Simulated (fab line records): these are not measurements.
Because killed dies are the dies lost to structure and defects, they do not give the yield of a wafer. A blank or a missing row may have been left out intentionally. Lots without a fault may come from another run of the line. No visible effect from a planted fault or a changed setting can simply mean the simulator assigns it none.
Which tool is to blame? + flow n5_finfet + 23 lots, 69 wafers sampled, at 2 steps of a route of 1938

WHAT THE GAUGES SHOWED, per wafer
N5_GATE_CUT_INSPECT_26: inspects for defects (darkfield). Usual: raw_defect_count 36, standard deviation 16.
| lot  | measured     | on                | raw_defect_count | flag |
|------|--------------|-------------------|------------------|------|
| L074 | day 4 15:30  | defect_inspect-01 | 43 42 47         |      |
| L075 | day 4 21:22  | defect_inspect-01 | 53 27 50         |      |
| L077 | day 5 08:20  | defect_inspect-01 | 27 23 21         |      |
| L078 | day 5 13:45  | defect_inspect-02 | 60 89 49         |      |
| L079 | day 5 20:54  | defect_inspect-01 | 34 19 26         |      |
| L080 | day 6 07:58  | defect_inspect-01 | 29 32 38         |      |
| L081 | day 6 08:36  | defect_inspect-01 | 65 49 60         |      |
| L082 | day 6 19:07  | defect_inspect-02 | 46 48 35         |      |
| L083 | day 6 22:53  | defect_inspect-01 | 43 35 25         |      |
| L084 | day 7 08:11  | defect_inspect-02 | 45 29 64         |      |
| L085 | day 7 11:04  | defect_inspect-02 | 31 26 44         |      |
| L086 | day 7 20:10  | defect_inspect-02 | 17 30 12         |      |
| L087 | day 7 21:50  | defect_inspect-02 | 24 24 24         |      |
| L088 | day 8 02:04  | defect_inspect-01 | 29 43 26         |      |
| L089 | day 8 12:26  | defect_inspect-02 | 36 35 21         |      |
| L090 | day 8 19:52  | defect_inspect-02 | 42 36 45         |      |
| L091 | day 8 21:04  | defect_inspect-02 | 44 41 42         |      |
| L092 | day 9 02:29  | defect_inspect-02 | 22 23 19         |      |
| L093 | day 9 11:19  | defect_inspect-01 | 50 26 45         |      |
| L094 | day 9 16:30  | defect_inspect-01 | 18 44 51         |      |
| L095 | day 9 22:44  | defect_inspect-01 | 18 29 23         |      |
| L096 | day 10 03:32 | defect_inspect-01 | 27 39 19         |      |
| L097 | day 10 11:41 | defect_inspect-02 | 13 29 42         |      |

EACH LOT AND THE TOOL THAT RAN IT (in order: tool; ch and the chambers of the sampled wafers; start)
| lot  | N5_GATE_CUT_VAPOR_ETCH_51         |
|------|-----------------------------------|
| L074 | rie_metal-02 ch 0,1, day 4 12:46  |
| L075 | rie_metal-02 ch 0,1, day 4 18:38  |
| L077 | rie_metal-01 ch 0,1, day 5 05:36  |
| L078 | rie_metal-02 ch 0,1, day 5 11:01  |
| L079 | rie_metal-01 ch 0,1, day 5 18:05  |
| L080 | rie_metal-02 ch 0,1, day 6 05:15  |
| L081 | rie_metal-03 ch 0,1, day 6 05:47  |
| L082 | rie_metal-03 ch 0,1, day 6 16:22  |
| L083 | rie_metal-03 ch 0,1, day 6 20:09  |
| L084 | rie_metal-01 ch 0,1, day 7 05:22  |
| L085 | rie_metal-03 ch 0, day 7 08:19    |
| L086 | rie_metal-01 ch 0,1, day 7 16:14  |
| L087 | rie_metal-01 ch 0,1, day 7 19:05  |
| L088 | rie_metal-03 ch 0, day 7 23:18    |
| L089 | rie_metal-02 ch 0,1, day 8 08:50  |
| L090 | rie_metal-03 ch 0,1, day 8 15:55  |
| L091 | rie_metal-03 ch 0, day 8 18:19    |
| L092 | rie_metal-01 ch 0,1, day 8 23:46  |
| L093 | rie_metal-02 ch 1, day 9 08:34    |
| L094 | rie_metal-03 ch 0,1, day 9 13:46  |
| L095 | rie_metal-01 ch 0,1, day 9 19:39  |
| L096 | rie_metal-03 ch 0,1, day 10 00:40 |
| L097 | rie_metal-03 ch 0,1, day 10 08:58 |
- N5_GATE_CUT_VAPOR_ETCH_51: etches HfO2 in BCl3/Cl2.

AS READ BY THE TOOLS THEMSELVES (means over the sampled wafers that have a number; for cases with no such wafer, the mark the record gives instead)
N5_GATE_CUT_VAPOR_ETCH_51. Usual: drypump_motor_current_A 5.5 A, standard deviation 0.39; he_backside_leak_sccm 3.38 sccm, standard deviation 0.24; oes_product_au 0.77 a.u., standard deviation 0.11.
| lot  | tool         | drypump_motor_current_A (A) | he_backside_leak_sccm (sccm) | oes_product_au (a.u.) | flag |
|------|--------------|-----------------------------|------------------------------|-----------------------|------|
| L074 | rie_metal-02 | 5.5                         | 3.36                         | 0.79                  |      |
| L075 | rie_metal-02 | 5.4                         | 3.56                         | 0.78                  |      |
| L077 | rie_metal-01 | 5.3                         | 3.31                         | 0.83                  |      |
| L078 | rie_metal-02 | 5.4                         | 3.30                         | 0.77                  |      |
| L079 | rie_metal-01 | 5.2                         | 3.37                         | 0.87                  |      |
| L080 | rie_metal-02 | 5.4                         | 3.50                         | 0.77                  |      |
| L081 | rie_metal-03 | 5.7                         | 3.30                         | 0.68                  |      |
| L082 | rie_metal-03 | 5.7                         | 3.36                         | 0.68                  |      |
| L083 | rie_metal-03 | 5.9                         | 3.47                         | 0.64                  |      |
| L084 | rie_metal-01 | 5.2                         | 3.14                         | 0.81                  |      |
| L085 | rie_metal-03 | 5.4                         | 3.35                         | 0.72                  |      |
| L086 | rie_metal-01 | 5.3                         | 3.85                         | 0.81                  |      |
| L087 | rie_metal-01 | 5.3                         | 3.20                         | 0.80                  |      |
| L088 | rie_metal-03 | 5.4                         | 3.47                         | 0.71                  |      |
| L089 | rie_metal-02 | 5.7                         | 3.33                         | 0.68                  |      |
| L090 | rie_metal-03 | 5.9                         | 3.27                         | 0.89                  |      |
| L091 | rie_metal-03 | 5.4                         | 3.47                         | 0.70                  |      |
| L092 | rie_metal-01 | 5.2                         | 3.47                         | 0.85                  |      |
| L093 | rie_metal-02 | 5.1                         | 3.17                         | 0.82                  |      |
| L094 | rie_metal-03 | 5.7                         | 3.41                         | 0.78                  |      |
| L095 | rie_metal-01 | 5.3                         | 3.54                         | 0.82                  |      |
| L096 | rie_metal-03 | 5.9                         | 3.25                         | 0.85                  |      |
| L097 | rie_metal-03 | 5.9                         | 3.30                         | 0.85                  |      |

THE ANSWER, worked out from the rows above alone
Rule: a lot is off if the mean of its wafers that have a number lies more than 3 standard deviations from the usual mean. A lot without any number at a reading at which 4 lots or more have one is off too. All remaining lots with rows at the step are treated as sound. After the gauges, taken in route order, come the tools' own readings; for these a lot's mean is taken, as printed above. At the first step where some lot is off, the reading lying furthest off is the one used; lots without a number count as furthest.
Across all readings shown, no lot is off: no conclusion can be drawn from this.

WHAT HAD BEEN PUT IN BY THE SIMULATOR
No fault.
